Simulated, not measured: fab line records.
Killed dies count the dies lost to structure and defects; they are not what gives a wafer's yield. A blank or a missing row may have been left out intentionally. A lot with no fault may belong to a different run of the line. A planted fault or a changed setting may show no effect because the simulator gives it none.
A struck lot beside a sound one	flow nand-harc	14 steps out of a route of 1302
Sound: these wafers, L775.1, L775.3, L775.6. Struck: wafer L781.1 (L781.2, L781.3, from the same lot, were not struck and are left out); the cause is given at the end.
For every step that has rows: the tool of each side, followed by ch and its chambers, followed by its first start. Under that, the readings that differ: sound wafers	struck wafers	difference of the means	sigmas: that difference in standard deviations of wafers without a fault.
alike: a reading whose means differ by less than 2 such deviations, as well as words and numbers matching on both sides. not compared: withheld readings; readings where some wafer has no value; bounds like >300 that might hide an equal value; numbers whose values overlap and for which the record gives no deviation.
The two part at a step that has a row with sigmas, a row that says differs or no value, or rows on one side only. Non-overlapping numbers with no deviation appear without sigmas and do not part them. Lack of a reading on every wafer of one side parts them only where that side has two or more wafers.

NHARC_A_SOURCE_PLATE_THK_MEAS_09: measures by ellipsometry.
  sound on film-metro-01, day 8 06:44; struck on film-metro-01, day 10 10:41
  alike: thk-nm
then, 3 steps without rows for these wafers: NHARC_A_SOURCE_PLATE_PVD_04 (deposits WSi2, target thk 50 nm); NHARC_A_SOURCE_PLATE_CVD_03 (deposits poly-Si, target thk 200 nm, time 4000 s); NHARC_A_SOURCE_PLATE_ANNEAL_05 (time 1800 s).
NHARC_A_SOURCE_PLATE_THK_MEAS_06: measures by ellipsometry.
  sound on film-metro-02, day 8 19:13; struck on film-metro-02, day 11 02:45
reading	sound	struck	difference	sigmas
thk-nm (nm)	197.6 195.9 193.5	201.8	+6.1	+3
NHARC_A_SOURCE_PLATE_INSPECT_08:
  sound on defect-inspect-02, day 8 19:20; struck on defect-inspect-01, day 11 02:52
  alike: raw-defect-count
next comes 1 step that has no rows for these wafers: NHARC_A_ONON_D1_DEP_00 (target thickness 1000 nm).
NHARC_A_ONON_D1_THK_MEAS_02: measures by ellipsometry.
  sound on film-metro-01, day 8 19:55; struck on film-metro-02, day 11 03:27
reading	sound	struck	difference	sigmas
thk-nm (nm)	977 977 978	1001	+24	+2
next comes 1 step that has no rows for these wafers: NHARC_A_ONON_D1_DEP_03 (target thickness 1000 nm).
NHARC_A_ONON_D1_THK_MEAS_05: measures by ellipsometry.
  sound on film-metro-01, day 8 20:28; struck on film-metro-01, day 11 04:01
  alike: thk-nm
NHARC_A_ONON_D1_DEP_06: target thk 1000 nm.
  sound on pecvd-onon-04 ch 0, day 8 20:32; struck on pecvd-onon-04 ch 0, day 11 04:05
  alike: nh3-flow-sccm
NHARC_A_ONON_D1_THK_MEAS_08: measures by ellipsometry.
  sound on film-metro-02, day 8 21:02; struck on film-metro-01, day 11 04:35
reading	sound	struck	difference	sigmas
thk-nm (nm)	999 1000 999	704	-295	-25
next comes 1 step that has no rows for these wafers: NHARC_A_ONON_D1_DEP_09 (target thickness 1000 nm).
-- the record jumps here: 16 days lie between the struck wafers' starts before and after (it left off in module A_ONON_D1 and takes up again in module END, whose first step shown is number 1302 of the route) --
NHARC_END_SORT_01:
  at this point the record logs the struck wafers (prober-01 ch 0, day 27 14:16) and has no rows for the sound ones

== WHERE THEY PART ==
First at NHARC_A_SOURCE_PLATE_THK_MEAS_06; last, within this record, at NHARC_END_SORT_01.

WHY: what the simulator had put in
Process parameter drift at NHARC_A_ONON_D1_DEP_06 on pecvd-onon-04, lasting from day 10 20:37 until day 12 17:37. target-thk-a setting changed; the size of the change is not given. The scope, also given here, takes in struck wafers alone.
